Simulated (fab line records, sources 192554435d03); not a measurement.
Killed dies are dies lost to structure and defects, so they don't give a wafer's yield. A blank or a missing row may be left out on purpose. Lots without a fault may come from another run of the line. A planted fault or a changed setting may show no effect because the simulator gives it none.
Which tool did it? | flow n5_finfet | 24 lots, 72 wafers sampled, at 5 steps of a route of 1938

WHAT THE GAUGES READ, wafer by wafer
N5_MOL_CONTACT_COAG_CD_MEAS_99: target cd 17.2 nm. Usual: cd_nm 17.4 nm, standard deviation 0.45.
lot  | measured     | on        | cd_nm (nm)     | flag
L074 | day 4 19:32  | cd_sem-01 | 17.5 17.6 17.0 |
L075 | day 4 21:41  | cd_sem-03 | 17.6 17.2 17.9 |
L076 | day 5 05:40  | cd_sem-02 | 17.0 17.7 17.1 |
L077 | day 5 11:17  | cd_sem-02 | 16.4 15.9 16.9 |
L078 | day 5 15:40  | cd_sem-01 | 17.5 17.6 17.6 |
L079 | day 5 22:04  | cd_sem-03 | 17.5 17.7 17.7 |
L080 | day 6 03:22  | cd_sem-03 | 17.1 17.3 17.6 |
L081 | day 6 13:22  | cd_sem-01 | 18.2 17.4 17.3 |
L082 | day 6 20:07  | cd_sem-01 | 17.6 17.9 18.1 |
L083 | day 6 23:08  | cd_sem-02 | 17.8 18.3 17.1 |
L084 | day 7 08:34  | cd_sem-01 | 18.2 17.8 18.3 |
L085 | day 7 09:44  | cd_sem-03 | 17.7 17.6 17.0 |
L086 | day 7 14:57  | cd_sem-02 | 17.6 17.7 17.4 |
L087 | day 7 22:35  | cd_sem-03 | 17.1 17.8 17.4 |
L088 | day 8 05:40  | cd_sem-03 | 16.9 16.5 17.4 |
L089 | day 8 09:28  | cd_sem-03 | 17.6 17.3 17.0 |
L090 | day 8 16:43  | cd_sem-01 | 17.2 17.6 17.0 |
L091 | day 8 21:55  | cd_sem-01 | 17.7 17.5 17.4 |
L092 | day 9 03:25  | cd_sem-03 | 17.9 17.1 17.3 |
L093 | day 9 08:45  | cd_sem-01 | 17.9 17.6 18.2 |
L094 | day 9 16:47  | cd_sem-02 | 17.3 18.1 17.4 |
L095 | day 10 04:10 | cd_sem-02 | 17.5 17.2 16.6 |
L096 | day 10 05:02 | cd_sem-01 | 17.7 16.9 17.7 |
L097 | day 10 17:34 | cd_sem-02 | 17.4 17.7 17.5 |

WHICH TOOL RAN EACH LOT (tool, then ch and the chambers of the sampled wafers, then the start)
lot  | N5_GATE_CUT_ETCH_56               | N5_GATE_CUT_STRIP_42              | N5_GATE_CUT_ETCH_19               | N5_GATE_CUT_VAPOR_ETCH_48
L074 | rie_metal-03 ch 0,1, day 4 11:02  | rie_diel-05 ch 1,2, day 4 15:16   | rie_diel-05 ch 1,2, day 4 15:19   | rie_metal-01 ch 0,1, day 4 15:36
L075 | rie_metal-03 ch 0,1, day 4 13:34  | rie_diel-03 ch 1,2,3, day 4 17:32 | rie_diel-03 ch 1,2,3, day 4 17:35 | rie_metal-01 ch 0,1, day 4 17:52
L076 | rie_metal-02 ch 0,1, day 4 21:02  | rie_diel-06 ch 0,2, day 5 01:28   | rie_diel-06 ch 0,2, day 5 01:31   | rie_metal-02 ch 0,1, day 5 01:48
L077 | rie_metal-03 ch 0, day 5 02:25    | rie_diel-03 ch 1,3, day 5 07:20   | rie_diel-03 ch 1,3, day 5 07:23   | rie_metal-02 ch 0,1, day 5 07:40
L078 | rie_metal-01 ch 0,1, day 5 07:49  | rie_diel-05 ch 1,2,3, day 5 11:44 | rie_diel-05 ch 1,2,3, day 5 11:46 | rie_metal-01 ch 0,1, day 5 12:03
L079 | rie_metal-02 ch 1, day 5 13:47    | rie_diel-05 ch 1,3, day 5 17:34   | rie_diel-05 ch 1,3, day 5 17:37   | rie_metal-03 ch 0, day 5 18:05
L080 | rie_metal-02 ch 0,1, day 5 19:15  | rie_diel-03 ch 2,3, day 5 23:23   | rie_diel-03 ch 2,3, day 5 23:25   | rie_metal-01 ch 0,1, day 5 23:43
L081 | rie_metal-01 ch 0,1, day 6 05:39  | rie_diel-06 ch 0,1,3, day 6 09:26 | rie_diel-06 ch 0,1,3, day 6 09:29 | rie_metal-02 ch 0,1, day 6 09:46
L082 | rie_metal-01 ch 0, day 6 11:42    | rie_diel-03 ch 1,2, day 6 16:10   | rie_diel-03 ch 1,2, day 6 16:13   | rie_metal-01 ch 0,1, day 6 16:29
L083 | rie_metal-03 ch 0,1, day 6 15:13  | rie_diel-03 ch 1,3, day 6 19:01   | rie_diel-03 ch 1,3, day 6 19:03   | rie_metal-01 ch 0,1, day 6 19:20
L084 | rie_metal-02 ch 0,1, day 7 00:49  | rie_diel-05 ch 0,1, day 7 04:37   | rie_diel-05 ch 0,1, day 7 04:39   | rie_metal-02 ch 0,1, day 7 04:56
L085 | rie_metal-01 ch 0,1, day 7 01:28  | rie_diel-05 ch 1,2,3, day 7 05:26 | rie_diel-05 ch 1,2,3, day 7 05:28 | rie_metal-02 ch 0,1, day 7 05:46
L086 | rie_metal-02 ch 0,1, day 7 07:06  | rie_diel-03 ch 2,3, day 7 11:01   | rie_diel-03 ch 2,3, day 7 11:03   | rie_metal-02 ch 1, day 7 11:20
L087 | rie_metal-01 ch 0,1, day 7 14:35  | rie_diel-06 ch 1,2,3, day 7 18:29 | rie_diel-06 ch 1,2,3, day 7 18:31 | rie_metal-01 ch 0,1, day 7 18:49
L088 | rie_metal-02 ch 0,1, day 7 19:03  | rie_diel-06 ch 0,1, day 8 00:26   | rie_diel-06 ch 0,1, day 8 00:28   | rie_metal-01 ch 0,1, day 8 00:46
L089 | rie_metal-02 ch 0,1, day 8 01:12  | rie_diel-03 ch 0,2,3, day 8 05:23 | rie_diel-03 ch 0,2,3, day 8 05:25 | rie_metal-03 ch 0,1, day 8 05:43
L090 | rie_metal-01 ch 0,1, day 8 07:55  | rie_diel-06 ch 0,1,3, day 8 12:15 | rie_diel-06 ch 0,1,3, day 8 12:17 | rie_metal-01 ch 0,1, day 8 12:35
L091 | rie_metal-03 ch 0,1, day 8 13:16  | rie_diel-03 ch 1,2,3, day 8 17:47 | rie_diel-03 ch 1,2,3, day 8 17:50 | rie_metal-02 ch 0,1, day 8 18:08
L092 | rie_metal-01 ch 0,1, day 8 18:52  | rie_diel-03 ch 1,2,3, day 8 23:21 | rie_diel-03 ch 1,2,3, day 8 23:23 | rie_metal-02 ch 0,1, day 8 23:41
L093 | rie_metal-01 ch 0,1, day 9 00:33  | rie_diel-06 ch 0,1,3, day 9 04:41 | rie_diel-06 ch 0,1,3, day 9 04:44 | rie_metal-01 ch 0,1, day 9 05:01
L094 | rie_metal-02 ch 0,1, day 9 08:08  | rie_diel-06 ch 0,1, day 9 12:00   | rie_diel-06 ch 0,1, day 9 12:02   | rie_metal-02 ch 1, day 9 12:19
L095 | rie_metal-01 ch 0,1, day 9 18:52  | rie_diel-06 ch 1,2, day 9 23:31   | rie_diel-06 ch 1,2, day 9 23:34   | rie_metal-01 ch 0,1, day 9 23:52
L096 | rie_metal-01 ch 0,1, day 9 19:19  | rie_diel-06 ch 0,1, day 10 00:43  | rie_diel-06 ch 0,1, day 10 00:45  | rie_metal-03 ch 0,1, day 10 01:03
L097 | rie_metal-01 ch 0,1, day 10 07:49 | rie_diel-06 ch 0,3, day 10 11:51  | rie_diel-06 ch 0,3, day 10 11:53  | rie_metal-03 ch 0,1, day 10 12:11
- N5_GATE_CUT_ETCH_56: etches TiN in Cl2/Ar, target depth 21.6 nm.
- N5_GATE_CUT_STRIP_42: strips in O2.
- N5_GATE_CUT_ETCH_19: etches SiNx in CH3F/O2, target depth 53.7 nm, time 76.7 s.
- N5_GATE_CUT_VAPOR_ETCH_48: etches TiN in BCl3/Cl2.

WHAT THE TOOLS THEMSELVES READ (means of the sampled wafers that have a number; where no wafer has one, the mark that the record gives instead)
N5_GATE_CUT_ETCH_56. Usual: drypump_motor_current_A 5.4 A, standard deviation 0.61; oes_product_au 0.75 a.u., standard deviation 0.078; throttle_valve_pct 20.89 %, standard deviation 0.08.
lot  | tool         | drypump_motor_current_A (A) | oes_product_au (a.u.) | throttle_valve_pct (%) | flag
L074 | rie_metal-03 | 5.1                         | 0.79                  | 20.98                  |
L075 | rie_metal-03 | 5.1                         | 0.79                  | 20.98                  |
L076 | rie_metal-02 | 5.1                         | 0.71                  | 20.86                  |
L077 | rie_metal-03 | 5.5                         | 0.83                  | 20.78                  |
L078 | rie_metal-01 | 5.8                         | 0.78                  | 20.90                  |
L079 | rie_metal-02 | 4.7                         | 0.76                  | 20.83                  |
L080 | rie_metal-02 | 5.1                         | 0.71                  | 20.86                  |
L081 | rie_metal-01 | 5.8                         | 0.78                  | 20.90                  |
L082 | rie_metal-01 | 6.3                         | 0.74                  | 20.94                  |
L083 | rie_metal-03 | 5.3                         | 0.79                  | 20.90                  |
L084 | rie_metal-02 | 5.4                         | 0.65                  | 20.90                  |
L085 | rie_metal-01 | 5.8                         | 0.77                  | 20.89                  |
L086 | rie_metal-02 | 5.1                         | 0.70                  | 20.87                  |
L087 | rie_metal-01 | 5.4                         | 0.81                  | 20.87                  |
L088 | rie_metal-02 | 5.4                         | 0.64                  | 20.90                  |
L089 | rie_metal-02 | 5.4                         | 0.64                  | 20.91                  |
L090 | rie_metal-01 | 5.3                         | 0.80                  | 20.87                  |
L091 | rie_metal-03 | 5.3                         | 0.79                  | 20.89                  |
L092 | rie_metal-01 | 5.8                         | 0.76                  | 20.93                  |
L093 | rie_metal-01 | 5.3                         | 0.79                  | 20.88                  |
L094 | rie_metal-02 | 5.4                         | 0.64                  | 20.90                  |
L095 | rie_metal-01 | 5.3                         | 0.79                  | 20.89                  |
L096 | rie_metal-01 | 5.4                         | 0.79                  | 20.88                  |
L097 | rie_metal-01 | 5.8                         | 0.75                  | 20.92                  |

N5_GATE_CUT_STRIP_42. Usual: drypump_motor_current_A 5.76 A, standard deviation 0.28; oes_product_au 0.79 a.u., standard deviation 0.081; rf_vpp_V 3.5 V, standard deviation 0.46; showerhead_plenum_p_Torr 2.06 Torr, standard deviation 0.069; throttle_valve_pct 16.67 %, standard deviation 0.18.
lot  | tool        | drypump_motor_current_A (A) | oes_product_au (a.u.) | rf_vpp_V (V) | showerhead_plenum_p_Torr (Torr) | throttle_valve_pct (%) | flag
L074 | rie_diel-05 | 5.62                        | 0.76                  | 3.7          | 2.15                            | 16.60                  |
L075 | rie_diel-03 | 5.91                        | 0.76                  | 3.0          | 2.03                            | 16.65                  |
L076 | rie_diel-06 | 5.48                        | 0.84                  | 3.3          | 2.04                            | 16.59                  |
L077 | rie_diel-03 | 5.78                        | 0.79                  | 3.3          | 2.03                            | 16.72                  |
L078 | rie_diel-05 | 5.67                        | 0.78                  | 3.5          | 2.13                            | 16.66                  |
L079 | rie_diel-05 | 5.91                        | 0.82                  | 3.5          | 2.16                            | 16.74                  |
L080 | rie_diel-03 | 5.82                        | 0.75                  | 3.8          | 2.00                            | 16.74                  |
L081 | rie_diel-06 | 5.70                        | 0.81                  | 4.3          | 2.03                            | 16.53                  |
L082 | rie_diel-03 | 6.00                        | 0.74                  | 3.3          | 2.06                            | 16.57                  |
L083 | rie_diel-03 | 5.78                        | 0.76                  | 3.7          | 2.03                            | 16.74                  |
L084 | rie_diel-05 | 5.58                        | 0.92                  | 3.6          | 2.14                            | 16.67                  |
L085 | rie_diel-05 | 5.68                        | 0.77                  | 3.5          | 2.13                            | 16.69                  |
L086 | rie_diel-03 | 5.94                        | 0.72                  | 3.4          | 1.99                            | 16.70                  |
L087 | rie_diel-06 | 5.60                        | 0.73                  | 3.3          | 2.01                            | 16.79                  |
L088 | rie_diel-06 | 5.63                        | 0.80                  | 3.8          | 2.04                            | 16.63                  |
L089 | rie_diel-03 | 6.04                        | 0.80                  | 3.4          | 2.02                            | 16.68                  |
L090 | rie_diel-06 | 5.69                        | 0.80                  | 3.6          | 2.03                            | 16.56                  |
L091 | rie_diel-03 | 5.91                        | 0.74                  | 3.5          | 2.02                            | 16.70                  |
L092 | rie_diel-03 | 5.89                        | 0.74                  | 3.7          | 2.02                            | 16.70                  |
L093 | rie_diel-06 | 5.69                        | 0.80                  | 3.9          | 2.03                            | 16.57                  |
L094 | rie_diel-06 | 5.59                        | 0.81                  | 3.4          | 2.04                            | 16.53                  |
L095 | rie_diel-06 | 5.42                        | 0.90                  | 3.5          | 2.19                            | 16.67                  |
L096 | rie_diel-06 | 5.62                        | 0.78                  | 3.9          | 2.03                            | 16.66                  |
L097 | rie_diel-06 | 5.77                        | 0.80                  | 3.8          | 2.01                            | 16.51                  |

N5_GATE_CUT_ETCH_19. Usual: drypump_motor_current_A 5.76 A, standard deviation 0.28; etch_rf_on_time_s 76.6 s, standard deviation 1.9; oes_product_au 0.68 a.u., standard deviation 0.069; rf_vpp_V 297 V, standard deviation 6.2; showerhead_plenum_p_Torr 1.96 Torr, standard deviation 0.068; throttle_valve_pct 16.32 %, standard deviation 0.21.
lot  | tool        | drypump_motor_current_A (A) | etch_rf_on_time_s (s) | oes_product_au (a.u.) | rf_vpp_V (V) | showerhead_plenum_p_Torr (Torr) | throttle_valve_pct (%) | flag
L074 | rie_diel-05 | 5.62                        | 77.7                  | 0.65                  | 304          | 2.05                            | 16.30                  |
L075 | rie_diel-03 | 5.91                        | 76.3                  | 0.66                  | 293          | 1.95                            | 16.37                  |
L076 | rie_diel-06 | 5.49                        | 76.2                  | 0.73                  | 299          | 1.94                            | 16.19                  |
L077 | rie_diel-03 | 5.79                        | 77.2                  | 0.67                  | 297          | 1.94                            | 16.41                  |
L078 | rie_diel-05 | 5.67                        | 77.9                  | 0.67                  | 301          | 2.05                            | 16.42                  |
L079 | rie_diel-05 | 5.90                        | 76.5                  | 0.71                  | 304          | 2.06                            | 16.40                  |
L080 | rie_diel-03 | 5.81                        | 77.4                  | 0.64                  | 296          | 1.92                            | 16.47                  |
L081 | rie_diel-06 | 5.68                        | 76.3                  | 0.70                  | 296          | 1.91                            | 16.10                  |
L082 | rie_diel-03 | 6.00                        | 76.0                  | 0.65                  | 290          | 1.98                            | 16.32                  |
L083 | rie_diel-03 | 5.80                        | 77.1                  | 0.66                  | 298          | 1.94                            | 16.43                  |
L084 | rie_diel-05 | 5.58                        | 75.1                  | 0.79                  | 300          | 2.05                            | 16.38                  |
L085 | rie_diel-05 | 5.68                        | 78.6                  | 0.66                  | 302          | 2.04                            | 16.45                  |
L086 | rie_diel-03 | 5.95                        | 77.0                  | 0.62                  | 290          | 1.92                            | 16.47                  |
L087 | rie_diel-06 | 5.62                        | 74.6                  | 0.64                  | 296          | 1.90                            | 16.37                  |
L088 | rie_diel-06 | 5.61                        | 75.7                  | 0.69                  | 293          | 1.91                            | 16.13                  |
L089 | rie_diel-03 | 6.06                        | 76.3                  | 0.68                  | 296          | 1.93                            | 16.35                  |
L090 | rie_diel-06 | 5.69                        | 76.9                  | 0.69                  | 295          | 1.91                            | 16.11                  |
L091 | rie_diel-03 | 5.92                        | 76.6                  | 0.63                  | 292          | 1.94                            | 16.43                  |
L092 | rie_diel-03 | 5.90                        | 75.7                  | 0.64                  | 292          | 1.94                            | 16.44                  |
L093 | rie_diel-06 | 5.69                        | 76.6                  | 0.68                  | 297          | 1.91                            | 16.13                  |
L094 | rie_diel-06 | 5.59                        | 77.7                  | 0.71                  | 296          | 1.92                            | 16.06                  |
L095 | rie_diel-06 | 5.43                        | 75.4                  | 0.78                  | 299          | 2.06                            | 16.22                  |
L096 | rie_diel-06 | 5.63                        | 77.2                  | 0.67                  | 293          | 1.90                            | 16.15                  |
L097 | rie_diel-06 | 5.77                        | 75.4                  | 0.69                  | 299          | 1.91                            | 16.13                  |

N5_GATE_CUT_VAPOR_ETCH_48. Usual: drypump_motor_current_A 5.4 A, standard deviation 0.61; oes_product_au 0.75 a.u., standard deviation 0.074.
lot  | tool         | drypump_motor_current_A (A) | oes_product_au (a.u.) | flag
L074 | rie_metal-01 | 5.3                         | 0.81                  |
L075 | rie_metal-01 | 5.4                         | 0.80                  |
L076 | rie_metal-02 | 5.1                         | 0.71                  |
L077 | rie_metal-02 | 5.4                         | 0.67                  |
L078 | rie_metal-01 | 5.8                         | 0.77                  |
L079 | rie_metal-03 | 5.5                         | 0.84                  |
L080 | rie_metal-01 | 5.8                         | 0.77                  |
L081 | rie_metal-02 | 5.1                         | 0.71                  |
L082 | rie_metal-01 | 5.8                         | 0.76                  |
L083 | rie_metal-01 | 5.4                         | 0.80                  |
L084 | rie_metal-02 | 5.1                         | 0.71                  |
L085 | rie_metal-02 | 5.4                         | 0.66                  |
L086 | rie_metal-02 | 4.7                         | 0.74                  |
L087 | rie_metal-01 | 5.3                         | 0.79                  |
L088 | rie_metal-01 | 5.8                         | 0.76                  |
L089 | rie_metal-03 | 5.1                         | 0.78                  |
L090 | rie_metal-01 | 5.8                         | 0.76                  |
L091 | rie_metal-02 | 5.1                         | 0.69                  |
L092 | rie_metal-02 | 5.5                         | 0.65                  |
L093 | rie_metal-01 | 5.3                         | 0.79                  |
L094 | rie_metal-02 | 4.7                         | 0.74                  |
L095 | rie_metal-01 | 5.3                         | 0.77                  |
L096 | rie_metal-03 | 5.3                         | 0.78                  |
L097 | rie_metal-03 | 5.1                         | 0.77                  |

THE ANSWER, worked out from the rows above alone
Rule: a lot is off if the mean of its wafers that have a number lies more than 3 standard deviations from the usual mean. A lot without any number at a reading at which 4 lots or more have one is off too. The other lots that the step has rows for count as sound. The gauges are gone through in route order, then the tools' own readings, and for those a lot's mean is taken as printed above. The first step at which some lot is off is used, and at that step the reading that is off furthest; a lot without a number counts as furthest.
No lot is off at any reading shown: from this, nothing can be told.

WHAT THE SIMULATOR HAD PUT IN
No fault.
